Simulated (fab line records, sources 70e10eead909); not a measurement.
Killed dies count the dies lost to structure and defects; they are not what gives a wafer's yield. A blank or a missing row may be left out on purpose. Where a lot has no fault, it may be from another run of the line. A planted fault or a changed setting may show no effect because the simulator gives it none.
fab line records ; flow nandHarc ; part 1 of 2: steps 1 to 24 of 40
record lots=5; wafers=15; lastDay=33
route steps=1302 shown P_STI@76 P_GATE@110
lots that met no fault: taken from a fault-free run of the same line
startH: start of the lot's first displayed wafer, in hours after the record's first day ; waitH: time in hours since the lot's previous step ; " as in the row above ; L1.1+2: one row covering several wafers at once ; - no value present, or no start provided ; * or withheld: withheld ; < > ~ a bound
route shown NAME@n: names a module that has steps shown in the file, with the first one's number in the route ; usual: mean/standard deviation taken from wafers without a fault ; same: alike in all rows ; chamber/n: place in a boat ; sites: per-site readings ; _std_site: the values' standard deviation ; _edge_site: inner sites' mean taken away from outer sites' mean ; radiusMm: how far each site lies from the wafer's centre ; mask NAME#n: copy n ; behind: the last tool/chamber to shape the wafer ; hold: the reason the lot was held/the length of the hold in hours/how it ended ; device: which transistor (n, p or np) failed to switch ; end of line: the tests these same wafers got at the end of their route ; a step with no rows: only its recipe ; killed: count of dies lost to structure and defects at first sort (not the wafer's yield) ; map: shows each die of a wafer: x if killed, . if not, _ if none is there
set.NAME: setting as actually run; set.NAME@STEP: the setting as run at that earlier step ; model.NAME: the simulator's own value behind a step, which no gauge read
lots seen at some steps along the route; tables by step, rows by wafer
services: a tool's chamber out of use, with start hour (startH, from the record's first day; less than 0 if before it), hours out, and reason
## steps
# step NHARC_P_STI_COAT_41
# recipe tempC=200; timeS=65
# usual exhaustPa=45.0/0.82; heaterPowerTotalW=386.1/1.3
lot.wafer;tool;chamber;startH;waitH;exhaustPa;heaterPowerTotalW
L075.3;lithoTrack-05;0;-;-;44.1;387.9
L075.4;lithoTrack-05;0;-;-;45.5;387.3
L075.6;lithoTrack-05;0;-;-;45.6;386.3
L080.1;lithoTrack-05;0;-;-;44.9;387.4
L080.2;lithoTrack-05;0;-;-;43.3;387.6
L080.5;lithoTrack-05;0;-;-;44.0;387.1
L094.1;lithoTrack-02;0;-;-;43.5;386.2
L094.2;lithoTrack-02;0;-;-;43.8;385.8
L094.4;lithoTrack-02;0;-;-;44.1;386.9
L095.1;lithoTrack-03;0;-;-;45.8;384.6
L095.3;lithoTrack-03;0;-;-;45.3;387.7
L095.5;lithoTrack-03;0;-;-;44.5;384.7
L096.3;lithoTrack-05;0;-;-;44.7;384.8
L096.4;lithoTrack-05;0;-;-;44.8;388.1
L096.6;lithoTrack-05;0;-;-;45.3;388.0
# step NHARC_P_STI_COAT_03
# recipe spinRpm=2000; resistThkNm=600
# usual exhaustPa=45.0/0.99
lot.wafer;tool;chamber;startH;waitH;exhaustPa
L075.3;lithoTrack-05;0;-;-;45.1
L075.4;lithoTrack-05;0;-;-;45.0
L075.6;lithoTrack-05;0;-;-;44.8
L080.1;lithoTrack-05;0;-;-;44.8
L080.2;lithoTrack-05;0;-;-;45.8
L080.5;lithoTrack-05;0;-;-;45.0
L094.1;lithoTrack-02;0;-;-;44.9
L094.2;lithoTrack-02;0;-;-;45.2
L094.4;lithoTrack-02;0;-;-;45.0
L095.1;lithoTrack-03;0;-;-;47.0
L095.3;lithoTrack-03;0;-;-;46.4
L095.5;lithoTrack-03;0;-;-;45.5
L096.3;lithoTrack-05;0;-;-;44.2
L096.4;lithoTrack-05;0;-;-;43.9
L096.6;lithoTrack-05;0;-;-;43.5
# step NHARC_P_STI_SOFTBAKE_04
# recipe tempC=125; timeS=70
# usual exhaustPa=44.7/0.92; heaterPowerTotalW=200.9/1.3
lot.wafer;tool;chamber;startH;waitH;exhaustPa;heaterPowerTotalW
L075.3;lithoTrack-05;0;-;-;45.3;202.6
L075.4;lithoTrack-05;0;-;-;43.7;199.4
L075.6;lithoTrack-05;0;-;-;44.8;201.7
L080.1;lithoTrack-05;0;-;-;43.7;200.0
L080.2;lithoTrack-05;0;-;-;44.3;201.3
L080.5;lithoTrack-05;0;-;-;43.7;199.2
L094.1;lithoTrack-02;0;-;-;45.4;202.7
L094.2;lithoTrack-02;0;-;-;46.6;199.8
L094.4;lithoTrack-02;0;-;-;45.5;200.1
L095.1;lithoTrack-03;0;-;-;45.6;199.1
L095.3;lithoTrack-03;0;-;-;45.2;202.4
L095.5;lithoTrack-03;0;-;-;45.6;199.6
L096.3;lithoTrack-05;0;-;-;44.9;199.6
L096.4;lithoTrack-05;0;-;-;44.5;202.6
L096.6;lithoTrack-05;0;-;-;45.1;199.8
# step NHARC_P_STI_EBR_05
# usual exhaustPa=45.0/0.79
lot.wafer;tool;chamber;startH;waitH;exhaustPa
L075.3;lithoTrack-05;0;-;-;45.8
L075.4;lithoTrack-05;0;-;-;46.0
L075.6;lithoTrack-05;0;-;-;44.9
L080.1;lithoTrack-05;0;-;-;46.0
L080.2;lithoTrack-05;0;-;-;46.2
L080.5;lithoTrack-05;0;-;-;44.6
L094.1;lithoTrack-02;0;-;-;44.3
L094.2;lithoTrack-02;0;-;-;44.0
L094.4;lithoTrack-02;0;-;-;44.4
L095.1;lithoTrack-03;0;-;-;44.9
L095.3;lithoTrack-03;0;-;-;44.8
L095.5;lithoTrack-03;0;-;-;47.8
L096.3;lithoTrack-05;0;-;-;45.2
L096.4;lithoTrack-05;0;-;-;46.0
L096.6;lithoTrack-05;0;-;-;45.4
# step NHARC_P_STI_EXPOSE_06
# recipe na=0.55; targetCdNm=200; doseMj=37.69; maskId=P_STI
# usual focusOffsetNm=-0.1/0.5
lot.wafer;tool;chamber;startH;waitH;mask;focusOffsetNm
L075.3;krfScanner-01;0;54.07;-;P_STI#0;-0.1
L075.4;krfScanner-01;0;54.07;-;P_STI#0;-0.4
L075.6;krfScanner-01;0;54.07;-;P_STI#0;0.1
L080.1;krfScanner-01;0;102.73;-;P_STI#0;-0.3
L080.2;krfScanner-01;0;102.73;-;P_STI#0;-0.4
L080.5;krfScanner-01;0;102.73;-;P_STI#0;0.8
L094.1;krfScanner-04;0;239.47;-;P_STI#0;0.4
L094.2;krfScanner-04;0;239.47;-;P_STI#0;0.0
L094.4;krfScanner-04;0;239.47;-;P_STI#0;0.3
L095.1;krfScanner-04;0;254.25;-;P_STI#0;-0.2
L095.3;krfScanner-04;0;254.25;-;P_STI#0;0.3
L095.5;krfScanner-04;0;254.25;-;P_STI#0;-0.4
L096.3;krfScanner-02;0;263.91;-;P_STI#0;0.2
L096.4;krfScanner-02;0;263.91;-;P_STI#0;0.0
L096.6;krfScanner-02;0;263.91;-;P_STI#0;0.0
# step NHARC_P_STI_PEB_07
# recipe pebTempC=128; pebTimeS=80
# usual exhaustPa=44.9/0.93; heaterPowerTotalW=189.8/0.83
lot.wafer;tool;chamber;startH;waitH;exhaustPa;heaterPowerTotalW
L075.3;lithoTrack-03;0;54.12;0.1;44.3;190.7
L075.4;lithoTrack-03;0;54.12;0.1;43.4;189.5
L075.6;lithoTrack-03;0;54.12;0.1;43.8;190.1
L080.1;lithoTrack-05;0;102.79;0.1;45.0;189.6
L080.2;lithoTrack-05;0;102.79;0.1;44.8;188.5
L080.5;lithoTrack-05;0;102.79;0.1;45.4;188.6
L094.1;lithoTrack-02;0;239.54;0.1;44.4;190.9
L094.2;lithoTrack-02;0;239.54;0.1;43.4;189.0
L094.4;lithoTrack-02;0;239.54;0.1;45.9;189.9
L095.1;lithoTrack-05;0;254.32;0.1;45.0;189.3
L095.3;lithoTrack-05;0;254.32;0.1;44.1;190.7
L095.5;lithoTrack-05;0;254.32;0.1;45.6;188.5
L096.3;lithoTrack-02;0;263.97;0.1;45.7;188.9
L096.4;lithoTrack-02;0;263.97;0.1;44.2;188.6
L096.6;lithoTrack-02;0;263.97;0.1;46.0;190.2
# step NHARC_P_STI_DEVELOP_08
# recipe timeS=50; devTempC=22
# usual developerTempC=22.00/0.1; exhaustPa=45.0/1.1
lot.wafer;tool;chamber;startH;waitH;developerTempC;exhaustPa
L075.3;lithoTrack-03;0;-;-;21.81;46.6
L075.4;lithoTrack-03;0;-;-;21.96;46.8
L075.6;lithoTrack-03;0;-;-;21.95;45.5
L080.1;lithoTrack-05;0;-;-;22.05;44.4
L080.2;lithoTrack-05;0;-;-;22.05;44.3
L080.5;lithoTrack-05;0;-;-;22.00;44.2
L094.1;lithoTrack-02;0;-;-;21.87;46.2
L094.2;lithoTrack-02;0;-;-;21.90;46.5
L094.4;lithoTrack-02;0;-;-;21.95;44.9
L095.1;lithoTrack-05;0;-;-;22.04;46.1
L095.3;lithoTrack-05;0;-;-;21.89;45.1
L095.5;lithoTrack-05;0;-;-;22.12;45.7
L096.3;lithoTrack-02;0;-;-;21.95;45.2
L096.4;lithoTrack-02;0;-;-;21.96;46.1
L096.6;lithoTrack-02;0;-;-;22.05;45.6
# step NHARC_P_STI_CD_MEAS_09
# recipe targetCdNm=200; landingEnergyEv=500
# usual cdNm=200.3/2.1
# same landingEnergyEv=500
lot.wafer;tool;chamber;startH;waitH;cdNm
L075.3;cdSem-03;0;54.21;-;199.8
L075.4;cdSem-03;0;54.21;-;200.6
L075.6;cdSem-03;0;54.21;-;200.5
L080.1;cdSem-01;0;102.88;-;201.2
L080.2;cdSem-01;0;102.88;-;197.3
L080.5;cdSem-01;0;102.88;-;196.9
L094.1;cdSem-01;0;239.62;-;201.3
L094.2;cdSem-01;0;239.62;-;200.9
L094.4;cdSem-01;0;239.62;-;201.1
L095.1;cdSem-03;0;254.40;-;198.1
L095.3;cdSem-03;0;254.40;-;201.6
L095.5;cdSem-03;0;254.40;-;201.5
L096.3;cdSem-03;0;264.07;-;202.1
L096.4;cdSem-03;0;264.07;-;202.5
L096.6;cdSem-03;0;264.07;-;200.7
# step NHARC_P_STI_OVL_MEAS_10
# usual overlayXNm=-1/5.1; overlayYNm=0/6.1
lot.wafer;tool;chamber;startH;waitH;overlayXNm;overlayYNm
L075.3;overlay-01;-;54.29;-;-7;3
L075.4;overlay-01;-;54.29;-;-8;3
L075.6;overlay-01;-;54.29;-;-7;3
L080.1;overlay-02;-;102.97;-;-5;-6
L080.2;overlay-02;-;102.97;-;-5;-6
L080.5;overlay-02;-;102.97;-;-5;-5
L094.1;overlay-01;-;239.71;-;3;-6
L094.2;overlay-01;-;239.71;-;4;-6
L094.4;overlay-01;-;239.71;-;4;-6
L095.1;overlay-02;-;254.49;-;1;13
L095.3;overlay-02;-;254.49;-;1;13
L095.5;overlay-02;-;254.49;-;1;13
L096.3;overlay-01;-;264.15;-;2;6
L096.4;overlay-01;-;264.15;-;1;6
L096.6;overlay-01;-;264.15;-;2;7
# step NHARC_P_STI_INSPECT_11
# usual rawDefectCount=5.3/2.5
lot.wafer;tool;chamber;startH;waitH;rawDefectCount
L075.3;defectInspect-02;-;54.33;0.0;3
L075.4;defectInspect-02;-;54.33;0.0;7
L075.6;defectInspect-02;-;54.33;0.0;5
L080.1;defectInspect-02;-;103.00;0.0;10
L080.2;defectInspect-02;-;103.00;0.0;4
L080.5;defectInspect-02;-;103.00;0.0;4
L094.1;defectInspect-02;-;239.75;0.0;2
L094.2;defectInspect-02;-;239.75;0.0;2
L094.4;defectInspect-02;-;239.75;0.0;8
L095.1;defectInspect-02;-;254.52;0.0;7
L095.3;defectInspect-02;-;254.52;0.0;12
L095.5;defectInspect-02;-;254.52;0.0;6
L096.3;defectInspect-01;-;264.19;0.0;6
L096.4;defectInspect-01;-;264.19;0.0;8
L096.6;defectInspect-01;-;264.19;0.0;2
# step NHARC_P_STI_HARDBAKE_13
# recipe tempC=118; timeS=65
# usual exhaustPa=44.8/0.84; heaterPowerTotalW=195.7/0.37
lot.wafer;tool;chamber;startH;waitH;exhaustPa;heaterPowerTotalW
L075.3;lithoTrack-03;0;54.39;0.1;44.9;196.1
L075.4;lithoTrack-03;0;54.39;0.1;43.8;196.2
L075.6;lithoTrack-03;0;54.39;0.1;43.4;195.3
L080.1;lithoTrack-02;0;103.06;0.1;45.4;195.2
L080.2;lithoTrack-02;0;103.06;0.1;45.0;195.4
L080.5;lithoTrack-02;0;103.06;0.1;43.9;195.9
L094.1;lithoTrack-05;0;239.81;0.1;45.5;195.7
L094.2;lithoTrack-05;0;239.81;0.1;44.5;195.5
L094.4;lithoTrack-05;0;239.81;0.1;44.8;195.6
L095.1;lithoTrack-03;0;254.58;0.1;43.9;195.8
L095.3;lithoTrack-03;0;254.58;0.1;44.0;195.4
L095.5;lithoTrack-03;0;254.58;0.1;42.5;195.3
L096.3;lithoTrack-05;0;264.25;0.1;46.0;195.6
L096.4;lithoTrack-05;0;264.25;0.1;45.6;195.1
L096.6;lithoTrack-05;0;264.25;0.1;46.2;195.3
# step NHARC_P_STI_DESCUM_14
# recipe timeS=3; o2FlowSccm=200; arFlowSccm=0; biasPowerW=0; chemistry=O2
# usual drypumpMotorCurrentA=5.58/0.28; oesProductAu=1.003/0.011; rfVppV=57.6/0.93; showerheadPlenumPTorr=1.90/0.072; throttleValvePct=11.312/0.009
lot.wafer;tool;chamber;startH;waitH;drypumpMotorCurrentA;oesProductAu;rfHoursCounterH;rfVppV;showerheadPlenumPTorr;throttleValvePct
L075.4;rieDiel-10;1;54.47;-;5.10;0.998;12;58.2;1.84;11.303
L075.3;rieDiel-10;3;54.47;-;5.73;1.014;13;58.3;1.86;11.299
L075.6;rieDiel-10;0;54.47;-;5.27;1.002;-;57.9;1.97;11.296
L080.1;rieDiel-09;0;103.14;-;5.42;1.000;6;59.7;1.96;11.316
L080.2;rieDiel-09;2;103.14;-;6.05;0.988;7;56.8;1.92;11.322
L080.5;rieDiel-09;1;103.14;-;5.57;1.003;-;57.5;1.79;11.324
L094.1;rieDiel-10;1;239.88;-;5.08;1.018;15;58.5;1.83;11.304
L094.2;rieDiel-10;2;239.88;-;5.57;1.025;15;57.5;1.88;11.310
L094.4;rieDiel-10;0;239.88;-;5.28;1.003;16;57.9;1.97;11.297
L095.3;rieDiel-10;1;254.66;-;5.11;1.006;0;57.6;1.83;11.338
L095.1;rieDiel-10;2;254.66;-;5.56;1.006;0;57.3;1.89;11.304
L095.5;rieDiel-10;1;254.66;-;5.11;1.004;-;56.2;1.83;11.316
L096.3;rieDiel-10;1;264.32;-;5.09;1.013;1;56.2;1.83;11.308
L096.4;rieDiel-10;3;264.32;-;5.72;1.003;1;59.1;1.86;11.309
L096.6;rieDiel-10;2;264.32;-;5.56;0.996;-;57.7;1.88;11.307
# step NHARC_P_STI_ETCH_42
# recipe targetDepthA=800; overetchA=240; timeS=61; ionEnergyEv=200; n2FlowSccm=150; h2FlowSccm=150; arFlowSccm=0; rfW=400; biasW=150; chemistry=N2/H2
# usual drypumpMotorCurrentA=5.59/0.29; oesProductAu=1.002/0.011; rfFwdPowerW=396.3/1.5; rfVppV=430.0/2.4; showerheadPlenumPTorr=2.02/0.078; throttleValvePct=14.170/0.0084
lot.wafer;tool;chamber;startH;waitH;drypumpMotorCurrentA;oesProductAu;rfFwdPowerW;rfHoursCounterH;rfVppV;showerheadPlenumPTorr;throttleValvePct
L075.4;rieDiel-10;0;54.55;0.1;5.28;0.989;396.2;13;432.5;2.10;14.148
L075.3;rieDiel-10;1;54.55;0.1;5.06;0.995;396.4;12;429.3;1.96;14.171
L075.6;rieDiel-10;0;54.55;0.1;5.29;0.993;397.1;-;432.2;2.10;14.180
L080.2;rieDiel-09;2;103.23;0.1;6.02;0.985;392.1;7;430.8;2.05;14.173
L080.1;rieDiel-09;0;103.23;0.1;5.43;1.000;394.9;6;431.0;2.09;14.178
L080.5;rieDiel-09;1;103.23;0.1;5.55;1.015;397.6;-;425.1;1.90;14.153
L094.2;rieDiel-10;3;239.97;0.1;5.75;1.000;394.8;16;429.6;1.98;14.181
L094.4;rieDiel-10;0;239.97;0.1;5.30;0.998;395.6;16;434.0;2.10;14.166
L094.1;rieDiel-10;2;239.97;0.1;5.55;1.022;398.1;15;429.8;2.01;14.164
L095.3;rieDiel-10;0;254.75;0.1;5.31;0.999;396.8;0;431.5;2.10;14.171
L095.1;rieDiel-10;1;254.75;0.1;5.10;1.003;397.4;0;429.0;1.95;14.164
L095.5;rieDiel-10;1;254.75;0.1;5.09;1.001;396.1;-;428.0;1.95;14.172
L096.3;rieDiel-10;1;264.40;0.1;5.09;1.002;394.9;1;428.3;1.95;14.168
L096.4;rieDiel-10;3;264.40;0.1;5.74;1.008;394.6;1;428.1;1.98;14.177
L096.6;rieDiel-10;2;264.40;0.1;5.56;0.992;396.8;-;429.5;2.01;14.180
# step NHARC_P_STI_ETCH_31
# recipe targetDepthA=1089; timeS=54.5; cf4FlowSccm=100; chf3FlowSccm=30; arFlowSccm=0; rfW=500; biasW=200; chemistry=CF4/CHF3
# usual cf4FlowSccm=100.0/0.31; drypumpMotorCurrentA=5.59/0.3; oesProductAu=0.965/0.017; rfFwdPowerW=494.8/2.2; rfVppV=370.2/2; showerheadPlenumPTorr=1.56/0.055; throttleValvePct=16.802/0.0084
lot.wafer;tool;chamber;startH;waitH;cf4FlowSccm;drypumpMotorCurrentA;oesProductAu;rfFwdPowerW;rfHoursCounterH;rfVppV;showerheadPlenumPTorr;throttleValvePct
L075.3;rieDiel-10;2;-;-;100.0;5.57;0.967;497.2;12;371.9;1.56;16.785
L075.4;rieDiel-10;0;-;-;99.7;5.26;0.955;495.1;13;371.5;1.62;16.812
L075.6;rieDiel-10;2;-;-;99.5;5.55;0.967;497.0;-;370.5;1.56;16.804
L080.1;rieDiel-09;0;-;-;100.0;5.39;0.916;495.1;6;370.3;1.61;16.801
L080.2;rieDiel-09;1;-;-;99.6;5.54;0.970;498.9;7;367.0;1.47;16.808
L080.5;rieDiel-09;2;-;-;99.7;6.04;0.967;491.8;-;370.8;1.58;16.805
L094.2;rieDiel-10;0;-;-;100.1;5.26;0.974;491.9;16;372.9;1.62;16.820
L094.1;rieDiel-10;1;-;-;100.3;5.10;0.980;494.0;15;368.9;1.51;16.812
L094.4;rieDiel-10;2;-;-;100.4;5.57;0.975;496.1;15;370.0;1.55;16.814
L095.3;rieDiel-10;0;-;-;99.9;5.29;0.974;494.3;0;371.1;1.62;16.818
L095.1;rieDiel-10;1;-;-;100.3;5.09;0.965;493.7;0;367.6;1.51;16.807
L095.5;rieDiel-10;3;-;-;99.2;5.75;0.993;493.4;-;368.1;1.53;16.796
L096.4;rieDiel-10;0;-;-;100.4;5.25;0.983;492.1;1;370.8;1.61;16.811
L096.3;rieDiel-10;3;-;-;100.4;5.73;0.994;494.8;1;369.2;1.53;16.802
L096.6;rieDiel-10;1;-;-;99.7;5.08;0.979;494.0;-;368.9;1.51;16.804
# step NHARC_P_STI_ETCH_15
# recipe targetDepthA=3000; taperDeg=4; timeS=100.1; hbrFlowSccm=150; cl2FlowSccm=50; rfW=400; icpW=400; biasW=100; chemistry=HBr/Cl2
# usual drypumpMotorCurrentA=6.0/0.49; oesProductAu=1.000/0.0091; rfFwdPowerW=397.5/1.3; throttleValvePct=26.406/0.0097
lot.wafer;tool;chamber;startH;waitH;drypumpMotorCurrentA;oesProductAu;rfFwdPowerW;rfHoursCounterH;throttleValvePct
L075.4;rieSi-05;1;54.76;-;6.0;0.998;397.1;0.6;26.389
L075.3;rieSi-05;2;54.76;-;5.4;1.004;396.7;0.6;26.399
L075.6;rieSi-05;1;54.76;-;6.0;0.992;395.8;-;26.399
L080.2;rieSi-05;2;103.43;-;5.4;1.007;396.6;0.9;26.406
L080.1;rieSi-05;3;103.43;-;6.6;0.994;396.9;0.9;26.401
L080.5;rieSi-05;2;103.43;-;5.4;1.008;395.3;-;26.400
L094.2;rieSi-01;2;240.17;-;5.5;0.993;397.6;0.2;26.411
L094.4;rieSi-01;3;240.17;-;6.1;0.993;397.7;0.2;26.383
L094.1;rieSi-01;0;240.17;-;6.1;1.006;400.3;0.2;26.404
L095.3;rieSi-05;0;254.96;-;5.9;1.008;397.7;0.6;26.407
L095.1;rieSi-05;1;254.96;-;6.0;0.999;398.6;0.8;26.395
L095.5;rieSi-05;2;254.96;-;5.4;0.996;395.7;-;26.393
L096.4;rieSi-06;2;264.59;-;6.5;1.005;397.2;0.0;26.397
L096.3;rieSi-06;1;264.59;-;5.7;0.993;397.0;0.0;26.399
L096.6;rieSi-06;2;264.59;-;6.5;1.003;398.2;-;26.409
# step NHARC_P_STI_CD_MEAS_16
# usual cdNm=199.8/2.2
lot.wafer;tool;chamber;startH;waitH;cdNm
L075.3;cdSem-01;-;54.91;-;200.4
L075.4;cdSem-01;-;54.91;-;200.1
L075.6;cdSem-01;-;54.91;-;199.9
L080.1;cdSem-02;-;103.57;-;200.3
L080.2;cdSem-02;-;103.57;-;196.0
L080.5;cdSem-02;-;103.57;-;196.7
L094.1;cdSem-02;-;240.32;-;200.2
L094.2;cdSem-02;-;240.32;-;199.6
L094.4;cdSem-02;-;240.32;-;199.9
L095.1;cdSem-03;-;255.10;-;199.0
L095.3;cdSem-03;-;255.10;-;201.2
L095.5;cdSem-03;-;255.10;-;202.0
L096.3;cdSem-03;-;264.76;-;202.5
L096.4;cdSem-03;-;264.76;-;202.2
L096.6;cdSem-03;-;264.76;-;199.9
# step NHARC_P_STI_OCD_MEAS_17
# usual trenchDepthNm=301/3.7; trenchFootCdNm=158.3/2.1
lot.wafer;tool;chamber;startH;waitH;trenchDepthNm;trenchFootCdNm
L075.3;ocd-01;-;54.99;0.1;305;157.4
L075.4;ocd-01;-;54.99;0.1;300;158.4
L075.6;ocd-01;-;54.99;0.1;300;158.6
L080.1;ocd-01;-;103.66;0.1;300;159.2
L080.2;ocd-01;-;103.66;0.1;304;155.3
L080.5;ocd-01;-;103.66;0.1;304;154.6
L094.1;ocd-01;-;240.41;0.1;303;159.0
L094.2;ocd-01;-;240.41;0.1;296;160.2
L094.4;ocd-01;-;240.41;0.1;298;158.9
L095.1;ocd-01;-;255.19;0.1;297;156.1
L095.3;ocd-01;-;255.19;0.1;302;159.2
L095.5;ocd-01;-;255.19;0.1;296;159.6
L096.3;ocd-01;-;264.85;0.1;299;160.2
L096.4;ocd-01;-;264.85;0.1;302;159.7
L096.6;ocd-01;-;264.85;0.1;304;158.6
# step NHARC_P_STI_STRIP_19
# recipe timeS=900; tempC=130; chemistry=SPM
lot.wafer;tool;chamber;startH;waitH
L075.4+3+6;wetBench-02;0,4,5;55.05;0.0
L080.5+1+2;wetBench-02;0,1,2;103.72;0.0
L094.1+4+2;wetBench-03;5,6,7;240.49;0.1
L095.5+1+3;wetBench-03;6,0,1;255.24;0.0
L096.4+3+6;wetBench-02;6,7,0;264.92;0.1
# step NHARC_P_STI_PRECLEAN_32
# recipe timeS=*; tempC=50; bathAgeMin=0; chemistry=SC1
lot.wafer;tool;chamber;startH;waitH
L075.4+3+6;wetBench-02;0,4,5;-;-
L080.5+1+2;wetBench-02;0,1,2;-;-
L094.1+4+2;wetBench-03;5,6,7;-;-
L095.5+1+3;wetBench-03;6,0,1;-;-
L096.4+3+6;wetBench-02;6,7,0;-;-
# step NHARC_P_STI_SRD_23
lot.wafer;tool;chamber;startH;waitH
L075.4+3+6;wetBench-02;0,4,5;-;-
L080.5+1+2;wetBench-02;0,1,2;-;-
L094.1+4+2;wetBench-03;5,6,7;-;-
L095.5+1+3;wetBench-03;6,0,1;-;-
L096.4+3+6;wetBench-02;6,7,0;-;-
# step NHARC_P_STI_OCD_MEAS_43
# usual trenchDepthNm=301/3.8; trenchFootCdNm=158.2/2.2
lot.wafer;tool;chamber;startH;waitH;trenchDepthNm;trenchFootCdNm
L075.3;ocd-01;-;55.50;-;305;157.0
L075.4;ocd-01;-;55.50;-;300;158.6
L075.6;ocd-01;-;55.50;-;299;158.4
L080.1;ocd-01;-;104.18;-;300;158.8
L080.2;ocd-01;-;104.18;-;304;155.4
L080.5;ocd-01;-;104.18;-;304;154.7
L094.1;ocd-01;-;240.92;-;304;158.8
L094.2;ocd-01;-;240.92;-;296;159.6
L094.4;ocd-01;-;240.92;-;299;158.9
L095.1;ocd-01;-;255.70;-;297;156.3
L095.3;ocd-01;-;255.70;-;302;159.0
L095.5;ocd-01;-;255.70;-;296;159.6
L096.3;ocd-01;-;265.36;-;298;160.6
L096.4;ocd-01;-;265.36;-;302;160.4
L096.6;ocd-01;-;265.36;-;304;158.4
# step NHARC_P_STI_OXIDE_33
# recipe targetThkA=100; tempC=1000; oxTimeS=281; material=SiO2
lot.wafer;tool;chamber;startH;waitH
L075.3+4+6;furnace-06;0;60.75;5.2
L080.1+2+5;furnace-06;0;108.14;4.0
L094.1+2+4;furnace-06;0;248.00;7.1
L095.1+3+5;furnace-06;0;259.39;3.7
L096.3+4+6;furnace-01;0;270.59;5.2
# step NHARC_P_STI_HDPCVD_20
# recipe targetThkA=withheld; sigmaOpenFrac=withheld; material=SiO2
lot.wafer;tool;chamber;startH;waitH
L075.3+4+6;hdpcvd-01;1,0,0;65.59;0.5
L080.1+2+5;hdpcvd-01;1,0,1;112.85;0.4
L094.1+2+4;hdpcvd-01;1,0,1;253.11;0.9
L095.1+3+5;hdpcvd-01;0,1,0;264.18;0.5
L096.4+3+6;hdpcvd-01;1,0,0;275.51;0.5
# step NHARC_P_STI_ANNEAL_34
# recipe tempC=1000; timeS=1800
lot.wafer;tool;chamber;startH;waitH
L075.3+4+6;furnace-01;0;70.99;5.3
L080.1+2+5;furnace-01;0;118.11;5.2
L094.1+2+4;furnace-01;0;256.56;3.4
L095.1+3+5;furnace-03;0;267.84;3.6
L096.3+4+6;furnace-03;0;280.37;4.7
